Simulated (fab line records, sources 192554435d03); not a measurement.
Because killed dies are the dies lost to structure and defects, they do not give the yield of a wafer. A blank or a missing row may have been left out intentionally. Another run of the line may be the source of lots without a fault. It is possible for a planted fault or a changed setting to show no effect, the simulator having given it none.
fab line records	flow n5-finfet
record: lots: 5	wafers: 15	last-day: 18
route steps=1938 shown BEOL_M6@1239 BEOL_M7@1263 PASSIVATION@1936
lots that met no fault: taken from a fault-free run of the same line
start-h: the number of hours between the record's first day and the start of the first shown wafer of the lot	wait-h: time in hours since the lot's previous step	" identical to the entry in the row above	L1.1+2: one row covering several wafers at once	- no value, or no start was given	* or withheld: withheld	< > ~ a bound
route shown NAME@n: names a module that has steps shown in the file, with the first one's number in the route	usual: average and standard deviation across the fault-free wafers	same: alike in all rows	chamber/n: place in a boat	sites: the reading at each site	_std_site: the values' standard deviation	_edge_site: the outer-site mean with the inner-site mean subtracted	radius-mm: for every site, how far away it sits from the centre of the wafer	mask NAME#n: copy n	behind: the tool/chamber that last shaped the wafer	hold: reason for holding the lot/hours on hold/outcome of the hold	device: the n, p or np transistor that did not switch	end of line: at the end of the route, the tests of the same wafers	where a step has no rows: the recipe by itself	killed: the dies lost at the first sort to structure and to defects; this is not the yield of the wafer	map: the dies of a wafer, with x for killed, . for not killed, _ for no die there
set.NAME: the run value of the setting; set.NAME@STEP: its run value at that earlier step	model.NAME: the simulator's own value behind a step, which no gauge read
lots seen at some steps along the route; tables by step, rows by wafer
services: the hour from which a tool's chamber was out of use, counted from the record's first day as start-h (under 0 if before that day), plus the number of hours and why
== steps ==
step: N5_BEOL_M6_TRENCH_ETCH_37
recipe: chemistry: C4F6/O2	target-depth-a: 944.35	target: SiCOH_lowk	time-s: 31.5	ion-energy-ev: 250	pressure-mtorr: 30	source-w: 345	bias-w: 185	Ar_flow_sccm: 300	C4F6_flow_sccm: 10	O2_flow_sccm: 10
usual: drypump-motor-current-A: 5.6/0.39	oes-product-au: 0.79/0.076	rf-vpp-V: 662/12	showerhead-plenum-p-Torr: 2.86/0.088	throttle-valve-pct: 20.81/0.21
lot.wafer	tool	chamber	start-h	wait-h	drypump-motor-current-A	oes-product-au	rf-hours-counter-h	rf-vpp-V	showerhead-plenum-p-Torr	throttle-valve-pct
L420.2	rie-diel-04	0	-	-	5.9	0.73	200	666	2.82	20.78
L420.4	"	1	"	"	5.4	0.87	33	653	2.78	20.43
L420.6	"	2	"	"	5.7	0.72	-	645	2.95	21.20
L424.1	rie-diel-04	1	-	-	5.4	0.84	48	654	2.77	20.46
L424.2	"	0	"	"	5.9	0.72	214	665	2.81	20.80
L424.4	"	2	"	"	5.7	0.71	217	644	2.94	21.22
L428.3	rie-diel-02	3	-	-	5.5	0.82	85	644	2.78	21.08
L428.5	"	0	"	"	5.4	0.75	-	665	2.85	20.75
L428.6	"	1	"	"	5.4	0.85	-	679	2.90	21.00
L430.1	rie-diel-04	3	-	-	5.0	0.83	84	666	3.00	20.79
L430.5	"	3	"	"	5.0	0.83	-	666	3.00	20.79
L430.6	"	2	"	"	5.7	0.70	-	645	2.94	21.22
L432.2	rie-diel-02	2	-	-	6.6	0.71	207	669	2.71	20.86
L432.3	"	3	"	"	5.5	0.82	89	640	2.78	21.08
L432.6	"	1	"	"	5.4	0.83	-	680	2.89	21.02
step: N5_BEOL_M6_ETCH_41
recipe: chemistry: CH3F/O2	target: SiCN	target-depth-a: 297	taper-deg: 2	time-s: 52	ion-energy-ev: 120	mask-material: TiN	pressure-mtorr: 30	source-w: 395	bias-w: 75	Ar_flow_sccm: 150	CH3F_flow_sccm: 30	O2_flow_sccm: 20
step: N5_BEOL_M6_STRIP_80
recipe: chemistry: N2/H2	time-s: 10	power-w: 450	temp-c: 40	pressure-mtorr: 20	rf-frequency-hz: 6e+07	bias-power-w: 7	n2-flow-sccm: 200	h2-flow-sccm: 200
usual: drypump-motor-current-A: 5.6/0.39	oes-product-au: 0.80/0.075	rf-vpp-V: 59.2/0.86	showerhead-plenum-p-Torr: 2.55/0.083	throttle-valve-pct: 23.59/0.27
lot.wafer	tool	chamber	start-h	wait-h	drypump-motor-current-A	oes-product-au	rf-hours-counter-h	rf-vpp-V	showerhead-plenum-p-Torr	throttle-valve-pct
L420.2	rie-diel-04	0	-	-	5.9	0.75	200	58.6	2.53	23.46
L420.4	"	1	"	"	5.4	0.88	33	59.6	2.50	23.53
L420.6	"	2	"	"	5.7	0.72	-	60.5	2.62	24.10
L424.1	rie-diel-04	1	-	-	5.4	0.85	48	59.7	2.49	23.55
L424.2	"	0	"	"	5.9	0.73	214	58.1	2.52	23.47
L424.4	"	2	"	"	5.7	0.70	217	59.4	2.61	24.10
L428.3	rie-diel-02	3	-	-	5.5	0.82	85	58.0	2.47	23.73
L428.5	"	0	"	"	5.4	0.75	-	60.3	2.54	23.43
L428.6	"	1	"	"	5.4	0.86	-	59.9	2.59	23.81
L430.1	rie-diel-04	3	-	-	5.0	0.82	84	60.4	2.68	23.64
L430.5	"	3	"	"	4.9	0.82	-	60.4	2.68	23.65
L430.6	"	2	"	"	5.7	0.71	-	59.7	2.61	24.11
L432.2	rie-diel-02	2	-	-	6.6	0.73	207	58.2	2.40	23.62
L432.3	"	3	"	"	5.5	0.82	89	57.2	2.46	23.74
L432.6	"	1	"	"	5.4	0.85	-	58.6	2.59	23.81
step: N5_BEOL_M6_OCD_MEAS_38
usual: trench-depth-nm: 94.0/1.3
lot.wafer	tool	chamber	start-h	wait-h	trench-depth-nm
L420.2	ocd-02	-	255.46	-	93.2
L420.4	"	-	"	"	93.7
L420.6	"	-	"	"	94.4
L424.1	ocd-02	-	296.45	-	92.9
L424.2	"	-	"	"	93.9
L424.4	"	-	"	"	94.3
L428.3	ocd-01	-	306.90	-	93.6
L428.5	"	-	"	"	93.6
L428.6	"	-	"	"	96.7
L430.1	ocd-02	-	313.18	-	93.0
L430.5	"	-	"	"	94.0
L430.6	"	-	"	"	93.7
L432.2	ocd-02	-	327.96	-	92.3
L432.3	"	-	"	"	91.9
L432.6	"	-	"	"	94.8
step: N5_BEOL_M6_HM_STRIP_39
recipe: chemistry: peroxide-tin-strip	material: TiN	target-depth-a: 250	temp-c: 50	time-s: 158
step: N5_BEOL_M6_SRD_40
recipe: time-s: 30	temp-c: 23	rinse-liquid: diw	dry: ipa-marangoni
step: N5_BEOL_M6_PRECLEAN_42
recipe: chemistry: residue-remover	time-s: 60	temp-c: 40
step: N5_BEOL_M6_SRD_43
recipe: time-s: 30	temp-c: 23	rinse-liquid: diw	dry: ipa-marangoni
step: N5_BEOL_M6_CD_MEAS_35
recipe: target-cd-nm: 40	target-cd-y-nm: 28	polarity: opening
usual: cd-nm: 40.1/0.58
lot.wafer	tool	chamber	start-h	wait-h	cd-nm
L420.2	cd-sem-01	-	255.62	0.0	40.0
L420.4	"	-	"	"	39.9
L420.6	"	-	"	"	39.0
L424.1	cd-sem-03	-	296.62	0.0	40.9
L424.2	"	-	"	"	40.7
L424.4	"	-	"	"	40.0
L428.3	cd-sem-03	-	307.06	0.0	40.6
L428.5	"	-	"	"	40.2
L428.6	"	-	"	"	41.3
L430.1	cd-sem-02	-	313.35	0.0	40.9
L430.5	"	-	"	"	40.9
L430.6	"	-	"	"	41.4
L432.2	cd-sem-01	-	328.11	0.0	40.1
L432.3	"	-	"	"	40.6
L432.6	"	-	"	"	40.5
step: N5_BEOL_M6_CURE_75
recipe: temp-c: 370	time-s: 120	ambient: DMADMS/He	material: SiCOH_lowk
usual: lamp-power-pct: 52.32/0.058	wafer_temp_C_max: 371.7/0.42
lot.wafer	tool	chamber	start-h	wait-h	lamp-power-pct	wafer_temp_C_max
L420.2	uv-cure-02	0	255.71	0.1	52.31	371.4
L420.4	"	0	"	"	52.30	371.3
L420.6	"	0	"	"	52.39	371.5
L424.1	uv-cure-01	2	296.66	0.0	52.26	371.4
L424.2	"	2	"	"	52.32	371.6
L424.4	"	2	"	"	52.31	371.3
L428.3	uv-cure-01	1	307.20	0.1	52.35	371.1
L428.5	"	1	"	"	52.41	371.8
L428.6	"	1	"	"	52.33	371.9
L430.1	uv-cure-02	0	313.63	0.3	52.26	371.7
L430.5	"	0	"	"	52.30	371.5
L430.6	"	0	"	"	52.35	372.0
L432.2	uv-cure-02	0	328.20	0.1	52.40	370.9
L432.3	"	0	"	"	52.22	371.4
L432.6	"	0	"	"	52.38	371.7
step: N5_BEOL_M6_DEGAS_44
recipe: ambient: vacuum	temp-c: 250	time-s: 60
step: N5_BEOL_M6_PRE_CLEAN_45
recipe: gas: H2/He	time-s: 30	temp-c: 250
usual: heater-power-w: 333/25
lot.wafer	tool	chamber	start-h	wait-h	heater-power-w
L420.2	pvd-sputter-01	-	257.83	0.0	339
L420.4	"	-	"	"	325
L420.6	"	-	"	"	344
L424.1	pvd-sputter-01	-	297.17	0.0	328
L424.2	"	-	"	"	331
L424.4	"	-	"	"	353
L428.3	pvd-sputter-02	-	307.68	0.0	360
L428.5	"	-	"	"	334
L428.6	"	-	"	"	311
L430.1	pvd-sputter-01	-	314.03	0.0	350
L430.5	"	-	"	"	350
L430.6	"	-	"	"	348
L432.2	pvd-sputter-01	-	328.52	0.0	326
L432.3	"	-	"	"	347
L432.6	"	-	"	"	355
step: N5_BEOL_M6_ALD_77
recipe: material: TaN	target-thk-a: 20	temp-c: 275	ald-precursor-family: PDMAT	ald-co-reactant: NH3	pressure-torr: 3	carrier-flow-sccm: 1500	pulse-time-s: 2	purge-time-s: 3	co-reactant-purge-time-s: 2	co-reactant-pulse-time-s: 3	ald-cycles: 40	precursor-vessel-temp-c: 75	precursor-vessel-pressure-torr: 26.25	precursor-vessel-carrier-sccm: 1000
usual: heater-power-w: 417/32
lot.wafer	tool	chamber	start-h	wait-h	heater-power-w
L420.2	ald-metal-04	2	257.89	0.0	478
L420.4	"	0	"	"	413
L420.6	"	0	"	"	408
L424.1	ald-metal-02	1	297.31	0.1	425
L424.2	"	3	"	"	420
L424.4	"	3	"	"	414
L428.3	ald-metal-01	3	307.76	0.1	393
L428.5	"	1	"	"	447
L428.6	"	0	"	"	463
L430.1	ald-metal-04	2	314.09	0.0	477
L430.5	"	3	"	"	410
L430.6	"	2	"	"	476
L432.2	ald-metal-01	0	328.58	0.0	448
L432.3	"	2	"	"	453
L432.6	"	1	"	"	439
step: N5_BEOL_M6_SURFACE_TREAT_79
recipe: gas: Ar	time-s: *	ion-energy-ev: *	ion-current-ma-cm2: 0.5	pressure-mtorr: *	ar-flow-sccm: 30
step: N5_BEOL_M6_CVD_78
recipe: material: Co	target-thk-a: 20	temp-c: withheld	precursor: CCTBA/H2	pressure-torr: 30	time-s: 142.3
step: N5_BEOL_M6_SPUTTER_48
recipe: material: Cu	target-thk-a: 100	temp-c: -20	bias-v: 60	power-w: 26000	chamber-pressure-pa: 0.13	time-s: 1.667
usual: throttle-valve-pct: 29.7/1
lot.wafer	tool	chamber	start-h	wait-h	throttle-valve-pct
L420.2	pvd-sputter-03	-	258.39	0.1	28.8
L420.4	"	-	"	"	28.8
L420.6	"	-	"	"	30.7
L424.1	pvd-sputter-02	-	298.23	0.2	29.3
L424.2	"	-	"	"	29.9
L424.4	"	-	"	"	30.1
L428.3	pvd-sputter-01	-	308.35	0.2	27.5
L428.5	"	-	"	"	30.7
L428.6	"	-	"	"	27.8
L430.1	pvd-sputter-02	-	314.76	0.1	29.3
L430.5	"	-	"	"	31.0
L430.6	"	-	"	"	29.5
L432.2	pvd-sputter-02	-	330.32	0.1	30.1
L432.3	"	-	"	"	31.3
L432.6	"	-	"	"	29.3
step: N5_BEOL_M6_ECD_50
recipe: material: Cu	target-thk-a: 3000
step: N5_BEOL_M6_ANNEAL_51
recipe: temp-c: 225	time-s: 90	ambient: N2
step: N5_BEOL_M6_CMP_52
recipe: stop-on: SiCOH_lowk	t-overpolish-s: 6.9	down-force-psi: 1	platen-rpm: 50	clearing-platen-down-force-psi: 1.5	clearing-platen-rpm: 50	post-cmp-clean: cu-alkaline	target-thk-nm: 80	clearing-platen-pad-velocity-m-s: 0.99484	pad-velocity-m-s: 0.99484
step: N5_BEOL_M6_THK_MEAS_53
recipe: thk-meas-gauge: xrf	reads: Cu_of_BEOL_M6_ECD_50
usual: M6_THK: 81.0/1.9
lot.wafer	tool	chamber	start-h	wait-h	M6_THK[nm]
L420.2	film-metro-01	-	259.57	-	82.9
L420.4	"	-	"	"	82.5
L420.6	"	-	"	"	82.3
L424.1	film-metro-01	-	299.43	-	78.9
L424.2	"	-	"	"	79.9
L424.4	"	-	"	"	79.4
L428.3	film-metro-02	-	309.40	-	80.4
L428.5	"	-	"	"	80.0
L428.6	"	-	"	"	85.7
L430.1	film-metro-01	-	316.17	-	81.5
L430.5	"	-	"	"	81.7
L430.6	"	-	"	"	81.7
L432.2	film-metro-02	-	331.32	-	78.4
L432.3	"	-	"	"	76.7
L432.6	"	-	"	"	80.5
step: N5_BEOL_M6_PRE_CLEAN_55
recipe: gas: NH3	time-s: 15	temp-c: withheld	rf-power-w: 300
step: N5_BEOL_M6_DEP_56
recipe: material: SiCN	target-thk-a: 100	temp-c: withheld	precursor: 3MS/NH3	pressure-torr: 3	rf-w: 202	time-s: 17.5
step: N5_BEOL_M6_RS_MEAS_57
recipe: thk-meas-gauge: four-point-probe	reads: Cu_of_BEOL_M6_ECD_50+Co_of_BEOL_M6_CVD_78+TaN_of_BEOL_M6_ALD_77
usual: M6_RS: 0.287/0.0074
lot.wafer	tool	chamber	start-h	wait-h	M6_RS[ohm/sq]
L420.2	film-metro-01	-	259.70	0.1	0.282
L420.4	"	-	"	"	0.282
L420.6	"	-	"	"	0.283
L424.1	film-metro-01	-	299.56	0.1	0.297
L424.2	"	-	"	"	0.293
L424.4	"	-	"	"	0.294
L428.3	film-metro-01	-	309.53	0.1	0.289
L428.5	"	-	"	"	0.293
L428.6	"	-	"	"	0.269
L430.1	film-metro-01	-	316.30	0.1	0.287
L430.5	"	-	"	"	0.285
L430.6	"	-	"	"	0.284
L432.2	film-metro-02	-	331.45	0.1	0.295
L432.3	"	-	"	"	0.302
L432.6	"	-	"	"	0.285
step: N5_BEOL_M7_ILD_DEP_00
recipe: material: SiCOH_lowk	target-thk-a: 1797.5	temp-c: 300	precursor: DEMS/porogen	pressure-torr: 5	rf-w: 500	time-s: 33.4
step: N5_BEOL_M7_CURE_74
recipe: temp-c: 385	time-s: 240	ambient: He/Ar	material: SiCOH_lowk
step: N5_BEOL_M7_THK_MEAS_01
recipe: reads: SiCOH_lowk_of_BEOL_M7_ILD_DEP_00
usual: M7_ILD_THK: 154.2/1.9
lot.wafer	tool	chamber	start-h	wait-h	M7_ILD_THK[nm]
L420.2	film-metro-01	-	260.82	0.7	152.8
L420.4	"	-	"	"	154.1
L420.6	"	-	"	"	156.3
L424.1	film-metro-01	-	300.20	0.4	153.0
L424.2	"	-	"	"	153.8
L424.4	"	-	"	"	154.1
L428.3	film-metro-01	-	310.17	0.3	154.3
L428.5	"	-	"	"	155.7
L428.6	"	-	"	"	156.8
L430.1	film-metro-02	-	316.94	0.4	149.3
L430.5	"	-	"	"	154.7
L430.6	"	-	"	"	156.0
L432.2	film-metro-02	-	332.09	0.4	152.4
L432.3	"	-	"	"	152.2
L432.6	"	-	"	"	154.7
step: N5_BEOL_M7_PECVD_70
recipe: material: SiO2	target-thk-a: 200	temp-c: 400	precursor: TEOS/O2	pressure-torr: 5.5	rf-w: 450	teos-flow-sccm: 53.8	gas: O2	flow-sccm: 3000	time-s: 22.7
step: N5_BEOL_M7_HM_DEP_02
recipe: material: TiN	target-thk-a: 200	temp-c: 25	chamber-pressure-pa: 0.49996
step: N5_BEOL_M7_COAT_59
recipe: resist: SOC	temp-c: 250	time-s: 60	spin-rpm: 1500	resist-thk-nm: 100
step: N5_BEOL_M7_COAT_60
recipe: resist: SiARC	temp-c: 220	time-s: 60	spin-rpm: 1500	resist-thk-nm: 35
step: N5_BEOL_M7_COAT_05
recipe: resist: CAR-ArF	spin-rpm: 1500	resist-thk-nm: 90
step: N5_BEOL_M7_EBR_07
recipe: solvent: PGMEA	ebr-width-mm: 1.5
step: N5_BEOL_M7_SOFTBAKE_06
recipe: temp-c: 110	time-s: 60	resist: CAR-ArF
step: N5_BEOL_M7_EXPOSE_08
recipe: mask-id: M7	na: 1.35	source-shape: dipole	sigma-inner: 0.817	sigma-outer: 0.97	polarization: te	dose-mj: 68.25
step: N5_BEOL_M7_PEB_09
recipe: peb-temp-c: withheld	peb-time-s: 60	resist: CAR-ArF
step: N5_BEOL_M7_DEVELOP_10
recipe: develop-time-s: 30	developer: TMAH	resist: CAR-ArF	rinse-liquid: diw	dry: air-spin	dev-temp-c: 23
step: N5_BEOL_M7_CD_MEAS_11
recipe: target-cd-nm: 38.5	landing-energy-ev: 500	detector: se-inlens	polarity: opening
usual: cd-nm: 38.9/0.54
lot.wafer	tool	chamber	start-h	wait-h	cd-nm
L420.2	cd-sem-02	0	262.11	-	39.2
L420.4	"	0	"	"	39.1
L420.6	"	0	"	"	38.9
L424.1	cd-sem-02	0	300.92	-	38.4
L424.2	"	0	"	"	38.4
L424.4	"	0	"	"	38.4
L428.3	cd-sem-01	0	311.48	-	39.2
L428.5	"	0	"	"	39.6
L428.6	"	0	"	"	39.6
L430.1	cd-sem-02	0	318.57	-	39.1
L430.5	"	0	"	"	39.4
L430.6	"	0	"	"	38.8
L432.2	cd-sem-03	0	334.31	-	39.3
L432.3	"	0	"	"	39.4
L432.6	"	0	"	"	39.4
step: N5_BEOL_M7_OVL_MEAS_12
recipe: points-per-wafer: 44
usual: M7_OVL: 0.2/0.72
lot.wafer	tool	chamber	start-h	wait-h	M7_OVL[nm]
L420.2	overlay-02	0	262.14	0.0	0.6
L420.4	"	0	"	"	-0.3
L420.6	"	0	"	"	0.8
L424.1	overlay-01	0	300.95	0.0	0.3
L424.2	"	0	"	"	0.9
L424.4	"	0	"	"	-0.1
L428.3	overlay-01	0	311.50	0.0	-0.7
L428.5	"	0	"	"	0.1
L428.6	"	0	"	"	-1.5
L430.1	overlay-02	0	318.60	0.0	0.1
L430.5	"	0	"	"	0.3
L430.6	"	0	"	"	-0.2
L432.2	overlay-01	0	334.34	0.0	-0.5
L432.3	"	0	"	"	-0.8
L432.6	"	0	"	"	-0.8
step: N5_BEOL_M7_DESCUM_16
recipe: chemistry: O2	time-s: 7.9	source-power-w: 50	bias-power-w: 20	pressure-mtorr: 20	rf-frequency-hz: 2.712e+07	temp-c: 40	resist: CAR-ArF	o2-flow-sccm: 225
step: N5_BEOL_M7_ETCH_61
recipe: chemistry: CF4	target: SiARC	target-depth-a: 455	mask-material: CAR-ArF	time-s: 75.8	ion-energy-ev: 80	pressure-mtorr: 40	source-w: 545	bias-w: 36	Ar_flow_sccm: 100	cf4-flow-sccm: 100	ends: cleared
step: N5_PASSIVATION_PROBE_49
usual: defect-limited-yield: 91.0/1.5	killed_at_M0_to_M3: 34/9.1	killed_at_M4_up: 14/5.7	killed-at-contacts: 13/5.7	killed-at-front-end: 42/12	killed-at-other: 4/3.4	killed-dies: 106/17	killed-open: 70/13	killed-short: 34/7.5	sort_bin_5_function: 5.2/0.94	sort_bin_6_memory: 3.4/0.69	sort_bin_8_speed: 0.00/0.029	sort-n-pass: 1074/17	sort-yield-pct: 91.0/1.5
same: gross-dies: 1180	killed-at-back-side: 0	sort_bin_4_leakage[%]: 0
lot.wafer	tool	chamber	start-h	wait-h	defect-limited-yield[%]	killed_at_M0_to_M3	killed_at_M4_up	killed-at-contacts	killed-at-front-end	killed-at-other	killed-dies	killed-open	killed-short	sort_bin_5_function[%]	sort_bin_6_memory[%]	sort_bin_8_speed[%]	sort-n-pass	sort-yield-pct[%]
L420.2	prober-01	-	333.86	0.1	82.4	24	136	12	30	6	208	49	29	10.5	4.9	0	972	82.4
L420.4	prober-01	-	333.96	0.2	92.0	30	10	17	35	2	94	59	34	4.0	3.4	0	1086	92.0
L420.6	prober-01	-	334.06	0.3	91.4	30	6	19	35	11	101	61	39	4.6	3.6	0	1079	91.4
L424.1	prober-02	-	368.60	0.0	88.1	33	21	25	57	4	140	91	47	7.4	4.2	0	1040	88.1
L424.2	prober-02	-	368.65	0.1	90.4	35	14	16	48	0	113	70	43	5.8	3.6	0	1067	90.4
L424.4	prober-02	-	368.75	0.2	87.9	48	22	21	51	1	143	93	45	6.5	4.7	0	1037	87.9
L428.3	prober-01	-	391.80	0.1	86.5	44	31	5	73	6	159	105	49	7.3	5.5	0	1021	86.5
L428.5	prober-01	-	391.90	0.2	92.7	19	14	9	37	7	86	61	24	3.9	3.1	0	1094	92.7
L428.6	prober-01	-	391.95	0.3	89.7	17	18	4	78	4	121	78	36	5.3	4.2	0	1059	89.7
L430.1	prober-02	-	395.72	0.0	84.9	57	29	28	63	1	178	119	56	8.0	6.2	0.34	998	84.6
L430.5	prober-02	-	395.92	0.2	90.8	43	16	12	34	4	109	74	33	5.7	3.4	0	1071	90.8
L430.6	prober-02	-	395.97	0.3	90.7	43	14	11	41	1	110	78	30	5.7	3.1	0	1070	90.7
L432.2	prober-01	-	421.86	0.1	91.8	34	13	14	33	3	97	72	23	5.1	2.9	0	1083	91.8
L432.3	prober-01	-	421.91	0.1	90.3	30	15	18	51	1	115	73	36	5.4	3.8	0	1065	90.3
L432.6	prober-01	-	422.06	0.3	92.2	35	15	15	27	0	92	65	21	4.8	2.6	0	1088	92.2
killed by level:class
L420.2 BEOL_M6:unspecified=129 FIN_SAQP:geometric-particle:open=10 FIN_SAQP:geometric-particle:short=10 MOL_CONTACT_COAG:geometric-particle:open=10 BEOL_M1:geometric-particle:open=8 BEOL_M0_SAQP:geometric-particle:open=6 BEOL_M0_SAQP:geometric-particle:short=6 BEOL_M4:geometric-particle:open=3
L420.4 MOL_CONTACT_COAG:geometric-particle:open=14 FIN_SAQP:geometric-particle:open=10 BEOL_M0_SAQP:geometric-particle:short=10 BEOL_M0_SAQP:geometric-particle:open=8 FIN_SAQP:geometric-particle:short=5 BEOL_M3:geometric-particle:open=4 STI_FIN_REVEAL:geometric-particle:open=3 DUMMY_GATE:geometric-particle:open=3
L420.6 MOL_CONTACT_COAG:geometric-particle:open=14 BEOL_M0_SAQP:geometric-particle:open=13 FIN_SAQP:geometric-particle:open=10 BEOL_M0_SAQP:geometric-particle:short=10 FIN_SAQP:geometric-particle:short=8 MOL_CONTACT_COAG:geometric-particle:short=5 DUMMY_GATE:geometric-particle:open=5 MIM_TOP_ETCH:geometric-particle:short=4
L424.1 MOL_CONTACT_COAG:geometric-particle:open=18 BEOL_M4:geometric-particle:open=12 FIN_SAQP:geometric-particle:open=11 FIN_SAQP:geometric-particle:short=11 BEOL_M2:geometric-particle:open=11 STI_FIN_REVEAL:geometric-particle:open=10 MOL_CONTACT_COAG:geometric-particle:short=7 DUMMY_GATE:geometric-particle:open=6
L424.2 FIN_SAQP:geometric-particle:open=18 FIN_SAQP:geometric-particle:short=15 MOL_CONTACT_COAG:geometric-particle:open=10 GATE_CUT:geometric-particle:short=7 BEOL_M0_SAQP:geometric-particle:short=7 BEOL_M0_SAQP:geometric-particle:open=7 BEOL_M2:geometric-particle:open=7 MOL_CONTACT_COAG:geometric-particle:short=6
L424.4 MOL_CONTACT_COAG:geometric-particle:open=18 BEOL_M2:geometric-particle:open=14 BEOL_M4:geometric-particle:open=12 FIN_SAQP:geometric-particle:open=11 BEOL_M0_SAQP:geometric-particle:open=11 BEOL_M0_SAQP:geometric-particle:short=11 FIN_SAQP:geometric-particle:short=9 STI_FIN_REVEAL:geometric-particle:short=6
L428.3 FIN_SAQP:geometric-particle:open=19 BEOL_M4:geometric-particle:open=16 FIN_SAQP:geometric-particle:short=14 DUMMY_GATE:geometric-particle:open=11 BEOL_M0_SAQP:geometric-particle:open=11 BEOL_M0:geometric-particle:open=9 BEOL_M0:geometric-particle:short=8 BEOL_M5:geometric-particle:open=7
L428.5 STI_FIN_REVEAL:geometric-particle:open=9 BEOL_M4:geometric-particle:open=9 FIN_SAQP:geometric-particle:open=8 MOL_CONTACT_COAG:geometric-particle:open=7 DUMMY_GATE:geometric-particle:open=6 DUMMY_GATE:geometric-particle:short=3 BEOL_M1:geometric-particle:open=3 BEOL_M2:geometric-particle:open=3
L428.6 FIN_SAQP:geometric-particle:open=24 FIN_SAQP:geometric-particle:short=12 DUMMY_GATE:geometric-particle:open=12 STI_FIN_REVEAL:geometric-particle:open=9 BEOL_M0_SAQP:geometric-particle:short=7 BEOL_M4:geometric-particle:open=6 BEOL_M5:geometric-particle:open=6 HKMG_FIN:area-etch=5
L430.1 MOL_CONTACT_COAG:geometric-particle:open=25 BEOL_M1:geometric-particle:open=16 FIN_SAQP:geometric-particle:open=12 FIN_SAQP:geometric-particle:short=12 STI_FIN_REVEAL:geometric-particle:open=12 BEOL_M4:geometric-particle:open=11 BEOL_M0_SAQP:geometric-particle:short=9 BEOL_M3:geometric-particle:short=9
L430.5 MOL_CONTACT_COAG:geometric-particle:open=10 FIN_SAQP:geometric-particle:short=8 BEOL_M0_SAQP:geometric-particle:open=8 BEOL_M3:geometric-particle:open=8 BEOL_M6:geometric-particle:open=7 STI_FIN_REVEAL:geometric-particle:open=6 BEOL_M0_SAQP:geometric-particle:short=6 BEOL_M2:geometric-particle:open=6
L430.6 STI_FIN_REVEAL:geometric-particle:open=12 MOL_CONTACT_COAG:geometric-particle:open=11 BEOL_M0_SAQP:geometric-particle:short=11 BEOL_M0_SAQP:geometric-particle:open=8 BEOL_M1:geometric-particle:open=7 BEOL_M2:geometric-particle:open=6 BEOL_M4:geometric-particle:open=5 FIN_SAQP:geometric-particle:open=4
L432.2 BEOL_M2:geometric-particle:open=13 FIN_SAQP:geometric-particle:open=10 MOL_CONTACT_COAG:geometric-particle:open=10 FIN_SAQP:geometric-particle:short=7 BEOL_M1:geometric-particle:open=7 BEOL_M0_SAQP:geometric-particle:open=5 STI_FIN_REVEAL:geometric-particle:open=4 MOL_CONTACT_COAG:geometric-particle:short=4
L432.3 MOL_CONTACT_COAG:geometric-particle:open=16 BEOL_M2:geometric-particle:open=10 ILD0:geometric-particle:open=9 BEOL_M0_SAQP:geometric-particle:short=8 STI_FIN_REVEAL:geometric-particle:open=7 STI_FIN_REVEAL:geometric-particle:short=6 BEOL_M4:geometric-particle:open=6 BEOL_M0_SAQP:geometric-particle:open=5
L432.6 MOL_CONTACT_COAG:geometric-particle:open=12 BEOL_M3:geometric-particle:open=11 BEOL_M4:geometric-particle:open=9 BEOL_M2:geometric-particle:open=7 BEOL_M0_SAQP:geometric-particle:short=5 BEOL_M1:geometric-particle:open=5 FIN_SAQP:geometric-particle:open=4 HKMG_FIN:area-etch=4
map L420.2 (x killed, . not)
_________________............________________
______________...............x.._____________
___________.....x..........x.......__________
__________..x..............x........_________
________......x......................._______
_______x.................x.............______
______...............x.................x_____
_____..xx...x.......xx...................____
____.xx........x...x.x..........x....x.x..___
___.x..........x...............x...........__
___............................x...........__
__..................x......x.x..x..........._
__...........x.............................x_
_....x...................x..............x....
_..........................x.................
_............x.......................x.......
_......x.x...x............x..................
_........x.........x......x.......x..........
_..............x........................x....
_..x...x..........x......x.x.................
_........................x.x.............x...
__......x......x....xxx.xxxx.xxx........x..._
__.......xxx.......xxxxxxxxx.xx............._
___...............xxxxxxxxxxxx......x......__
___..............x.xxxxxxxxxxxxx...........__
____............xx.xxxxxxxxxxxx...........___
_____.x........x.xxxxxxxxxxxxxxxx........____
______........xx..xxxxxxxxxxxx...x......_____
_______...........xxxxxxxxxxx..x.x....x______
________.x....x....x.xxxxxxx...x......_______
__________...x....x.x.x.xxxxxxxx..x._________
___________.x.......x..xxxx.x...x..__________
______________.....x...x...x...._____________
_________________........x...________________
map L430.1 (x killed, . not)
_________________...........x________________
______________.....x.........x.x_____________
___________x.......................__________
__________..x....x....x............._________
________...x.xx..x...........xx....x.x_______
_______..........xx.....x..........x.xx______
______...xx......x...x........x...x....x_____
_____....x...........x.....x.....x.......____
____..x.....x................x.....x......___
___.x..............x..x.x......x...........__
___.............................x......x.x.__
__.........x..x...x..........x....x...x....._
__x.....x..x...........x...........x..xx...x_
_...x.......x.........................x......
_...x...x..x...x............................x
_......xx..............x..x.........x....x.xx
_x.......xx.xx.......x...x..x.....x.x.....x..
_......x.x.......xx.........x................
_..xx........x................x..............
_..x..x.x......x..........x....x..x..x.......
_.x.................x.xx...............x.....
__xx.....x.x.......x..x..x......xx......x..._
__.x.x..x..................x.....x.........._
___.......x.x............x........x...x....__
___.....x.x......x..x.....................x__
____..x.......x..x..x...............x....x___
_____x........xxx.......x..x..x..x.......____
______..........x.x.....x...x..x.x.....x_____
_______.x...x.x.......................x______
________.....x....x..xx..............._______
__________..x..........x......x...x._________
___________..x.x..x...........xxx..__________
______________.x........x....x.._____________
_________________..x..x....x.________________
== services ==
tool	chamber	start-h	hours	kind
ald-metal-02	-	233.97	0.9	repair
ald-metal-04	-	239.48	8.7	pm
uv-cure-02	-	251.35	1.0	pm
uv-cure-01	-	265.35	7.5	pm
rie-diel-04	2	266.00	8.9	repair
uv-cure-01	-	272.90	7.5	pm
ald-metal-02	2	281.18	43.6	repair
ald-metal-04	0	282.69	6.7	repair
uv-cure-02	-	293.86	0.9	repair
rie-diel-02	3	307.91	13.1	repair
ald-metal-01	-	320.16	0.7	repair
== key ==
first-sign: step: N5_PASSIVATION_PROBE_49	reading: killed_at_M4_up	direction: up	sigmas: 21	usual: 14	struck: 136
effect: step: N5_PASSIVATION_PROBE_49	reading: killed-dies	direction: up	sigmas: 5.9	usual: 106	struck: 208
more-kills-born-at: N5_BEOL_M6_ALD_77@ald-metal-04: 129
met-at N5_BEOL_M6_ALD_77
struck-wafers L420.2
fault: kind: chamber-particle-source	tool: ald-metal-04	chamber: 2	onset-h: 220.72	steps: N5_BEOL_M6_ALD_77	rate-per-visit-cm2: 0.76777	end-h: 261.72
